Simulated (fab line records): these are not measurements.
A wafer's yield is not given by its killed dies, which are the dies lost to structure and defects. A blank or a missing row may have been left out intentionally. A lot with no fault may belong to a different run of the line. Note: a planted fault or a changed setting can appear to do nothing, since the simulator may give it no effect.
What tool caused it? + flow n5_finfet + 9 lots with 27 wafers sampled at 4 steps, on a route of 1938 steps

WHAT THE GAUGES READ, wafer by wafer
N5_BEOL_M4_RC_MEAS_101. Usual: DIBL_N 36.4 mV/V, standard deviation 1.5; DIBL_P 35.8 mV/V, standard deviation 1.7; IOFF_N 0.154 nA/um, standard deviation 0.022; IOFF_P 0.21 nA/um, standard deviation 0.031; ION_N 672 uA/um, standard deviation 8.8; ION_P 462 uA/um, standard deviation 7.2; SS_N 71.5 mV/dec, standard deviation 0.53; SS_P 73.2 mV/dec, standard deviation 0.62; VT_N 250.4 mV, standard deviation 2.5; VT_P -250 mV, standard deviation 3.5.
| lot  | measured     | on        | DIBL_N (mV/V)  | DIBL_P (mV/V)  | IOFF_N (nA/um)    | IOFF_P (nA/um) | ION_N (uA/um) | ION_P (uA/um) | SS_N (mV/dec)  | SS_P (mV/dec)  | VT_N (mV)         | VT_P (mV)      | flag |
|------|--------------|-----------|----------------|----------------|-------------------|----------------|---------------|---------------|----------------|----------------|-------------------|----------------|------|
| L615 | day 8 03:09  | prober-01 | 37.2 38.6 37.5 | 36.9 38.1 36.5 | 0.157 0.177 0.162 | 0.24 0.26 0.23 | 676 668 657   | 464 462 459   | 71.4 71.9 71.5 | 73.3 73.2 73.3 | 248.2 253.6 249.9 | -248 -247 -248 |      |
| L618 | day 8 09:25  | prober-01 | 37.4 35.8 36.6 | 38.2 36.6 37.7 | 0.182 0.152 0.165 | 0.22 0.19 0.20 | 675 682 667   | 460 459 455   | 72.1 71.3 71.5 | 73.6 73.2 73.8 | 249.3 250.6 246.8 | -251 -253 -253 |      |
| L617 | day 8 18:55  | prober-02 | 37.5 35.3 36.6 | 37.0 35.4 36.1 | 0.171 0.139 0.158 | 0.19 0.17 0.17 | 671 667 682   | 453 457 453   | 71.6 71.5 71.3 | 73.5 72.9 73.1 | 251.9 252.9 249.6 | -253 -256 -255 |      |
| L623 | day 11 06:26 | prober-01 | 37.1 35.9 34.3 | 36.8 35.9 34.1 | 0.153 0.133 0.112 | 0.19 0.18 0.16 | 664 659 663   | 449 456 458   | 71.8 71.8 71.4 | 73.2 73.1 72.6 | 253.2 252.5 255.3 | -255 -252 -252 |      |
| L627 | day 11 06:43 | prober-02 | 39.8 39.0 37.7 | 39.2 38.7 37.4 | 0.216 0.187 0.174 | 0.27 0.26 0.23 | 676 681 677   | 465 469 469   | 72.6 72.3 71.6 | 75.1 74.7 74.1 | 247.0 247.1 245.2 | -246 -246 -249 |      |
| L622 | day 11 07:40 | prober-01 | 36.3 36.8 36.4 | 37.0 37.3 37.7 | 0.138 0.147 0.150 | 0.22 0.22 0.22 | 667 666 674   | 464 465 465   | 70.6 71.3 71.2 | 72.6 73.3 73.1 | 252.3 250.6 250.0 | -249 -247 -245 |      |
| L626 | day 11 12:22 | prober-02 | 36.7 34.8 37.6 | 36.6 34.5 37.8 | 0.148 0.118 0.172 | 0.18 0.16 0.20 | 672 642 685   | 453 444 465   | 72.1 71.1 71.5 | 73.4 72.6 74.0 | 252.0 254.9 248.0 | -254 -255 -252 |      |
| L629 | day 12 19:08 | prober-01 | 35.9 34.9 35.6 | 36.6 36.3 36.3 | 0.159 0.158 0.160 | 0.20 0.21 0.20 | 665 678 676   | 456 465 460   | 72.0 70.8 71.3 | 73.6 73.4 73.5 | 249.8 247.3 253.7 | -255 -250 -251 |      |
| L631 | day 12 21:00 | prober-02 | 35.7 35.2 36.8 | 34.0 35.1 36.5 | 0.140 0.140 0.166 | 0.22 0.23 0.26 | 665 661 679   | 466 467 473   | 71.0 71.2 71.3 | 72.2 72.9 73.4 | 254.9 252.9 251.1 | -248 -247 -244 |      |

N5_BEOL_M12_INSPECT_30: inspects for defects (macro). Usual: raw_defect_count 2.2, standard deviation 1.5.
| lot  | measured     | on                | raw_defect_count | flag |
|------|--------------|-------------------|------------------|------|
| L615 | day 10 22:53 | defect_inspect-02 | 3 1 6            |      |
| L618 | day 11 08:49 | defect_inspect-02 | 1 2 2            |      |
| L617 | day 11 12:09 | defect_inspect-02 | 3 2 2            |      |
| L623 | day 14 09:07 | defect_inspect-02 | 2 3 2            |      |
| L627 | day 14 06:06 | defect_inspect-01 | 2 2 1            |      |
| L622 | day 14 11:31 | defect_inspect-01 | 2 2 1            |      |
| L626 | day 14 14:03 | defect_inspect-01 | 1 3 3            |      |
| L629 | day 15 12:16 | defect_inspect-02 | 2 4 4            |      |
| L631 | day 16 00:08 | defect_inspect-02 | 4 1 3            |      |

N5_BEOL_M12_OCD_MEAS_35. Usual: trench_depth_nm 319 nm, standard deviation 4.
| lot  | measured     | on     | trench_depth_nm (nm) | flag |
|------|--------------|--------|----------------------|------|
| L615 | day 10 23:26 | ocd-02 | 317 320 320          |      |
| L618 | day 11 09:22 | ocd-02 | 323 317 323          |      |
| L617 | day 11 12:43 | ocd-02 | 315 324 320          |      |
| L623 | day 14 09:40 | ocd-02 | 316 317 322          |      |
| L627 | day 14 06:40 | ocd-01 | 317 320 311          |      |
| L622 | day 14 12:04 | ocd-01 | 316 321 329          |      |
| L626 | day 14 14:36 | ocd-02 | 313 313 316          |      |
| L629 | day 15 12:49 | ocd-01 | 0 0 0                | OFF  |
| L631 | day 16 00:43 | ocd-01 | 0 0 0                | OFF  |

WHICH TOOL RAN EACH LOT (tool, then ch and the chambers of the sampled wafers, then the start)
| lot  | N5_BEOL_M12_TRENCH_ETCH_34         |
|------|------------------------------------|
| L615 | rie_diel-01 ch 1,2,3, day 10 23:17 |
| L618 | rie_diel-06 ch 2,3, day 11 09:13   |
| L617 | rie_diel-06 ch 0,2,3, day 11 12:33 |
| L623 | rie_diel-01 ch 0,2,3, day 14 09:31 |
| L627 | rie_diel-02 ch 0,1,3, day 14 06:30 |
| L622 | rie_diel-02 ch 0,2,3, day 14 11:55 |
| L626 | rie_diel-02 ch 0,1, day 14 14:26   |
| L629 | rie_diel-06 ch 0,1,2, day 15 12:40 |
| L631 | rie_diel-06 ch 1,2,3, day 16 00:34 |
- N5_BEOL_M12_TRENCH_ETCH_34: etches SiOC in C4F8/O2/Ar, target depth 318.95 nm, time 125.5 s.

AS READ BY THE TOOLS THEMSELVES (means over the sampled wafers that have a number; for cases with no such wafer, the mark the record gives instead)
N5_BEOL_M12_TRENCH_ETCH_34. Usual: C4F8_flow_sccm 15.00 sccm, standard deviation 0.049; O2_flow_sccm 8.000 sccm, standard deviation 0.023; drypump_motor_current_A 5.6 A, standard deviation 0.39; oes_product_au 0.80 a.u., standard deviation 0.09; rf_fwd_power_W 2989 W, standard deviation 9.7; rf_vpp_V 666 V, standard deviation 4; showerhead_plenum_p_Torr 3.43 Torr, standard deviation 0.14; throttle_valve_pct 24.26 %, standard deviation 0.24.
| lot  | tool        | C4F8_flow_sccm (sccm) | O2_flow_sccm (sccm) | drypump_motor_current_A (A) | oes_product_au (a.u.) | rf_fwd_power_W (W) | rf_vpp_V (V) | showerhead_plenum_p_Torr (Torr) | throttle_valve_pct (%) | flag |
|------|-------------|-----------------------|---------------------|-----------------------------|-----------------------|--------------------|--------------|---------------------------------|------------------------|------|
| L615 | rie_diel-01 | 15.00                 | 7.992               | 5.3                         | 0.79                  | 2997               | 662          | 3.31                            | 24.37                  |      |
| L618 | rie_diel-06 | 15.00                 | 7.995               | 6.2                         | 0.80                  | 2988               | 664          | 3.36                            | 24.19                  |      |
| L617 | rie_diel-06 | 14.99                 | 8.003               | 6.0                         | 0.78                  | 2983               | 666          | 3.44                            | 24.25                  |      |
| L623 | rie_diel-01 | 14.97                 | 7.972               | 5.2                         | 0.82                  | 2990               | 665          | 3.40                            | 24.21                  |      |
| L627 | rie_diel-02 | 15.05                 | 8.010               | 5.7                         | 0.74                  | 2989               | 667          | 3.49                            | 24.35                  |      |
| L622 | rie_diel-02 | 15.01                 | 8.002               | 5.7                         | 0.79                  | 2987               | 666          | 3.42                            | 24.19                  |      |
| L626 | rie_diel-02 | 14.98                 | 8.003               | 5.7                         | 0.75                  | 2988               | 669          | 3.54                            | 24.54                  |      |
| L629 | rie_diel-06 | -                     | -                   | -                           | -                     | -                  | -            | -                               | -                      | OFF  |
| L631 | rie_diel-06 | -                     | -                   | -                           | -                     | -                  | -            | -                               | -                      | OFF  |

THE ANSWER, worked out from the rows above alone
Rule: lot off if the mean of its wafers having a number is beyond 3 standard deviations from the usual mean. A lot without any number at a reading at which 4 lots or more have one is off too. All remaining lots with rows at the step are treated as sound. First the gauges in route order, then the tools' own readings, where a lot's mean is used as printed above. The first step at which some lot is off is used, and at that step the reading that is off furthest; a lot without a number counts as furthest.
Off, at N5_BEOL_M12_OCD_MEAS_35 on trench_depth_nm: L629, L631.
A tool fits if, at a process step before that reading, it ran every lot that is off, and no sound lot after the first of them. The gauges at N5_BEOL_M12_OCD_MEAS_35 aren't tried: what is off there is off at N5_BEOL_M12_TRENCH_ETCH_34 too, on other tools, and a gauge's error can't cause that. One candidate fits, namely rie_diel-06 at N5_BEOL_M12_TRENCH_ETCH_34. A fault onset in the window from L617 (day 11 12:33, its last sound lot) to L629 (day 15 12:40, its first lot off) fits.
Blank at N5_BEOL_M12_TRENCH_ETCH_34 on the lots that are off, where sound lots have numbers: C4F8_flow_sccm, O2_flow_sccm, drypump_motor_current_A, oes_product_au, rf_fwd_power_W, rf_vpp_V, showerhead_plenum_p_Torr, throttle_valve_pct.

WHAT THE SIMULATOR HAD PUT IN
Entire step skipped (rie_diel-06, N5_BEOL_M12_TRENCH_ETCH_34), from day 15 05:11 onward. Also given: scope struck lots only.
Struck lots among those shown: L629, L631. The rule above reached the same finding.
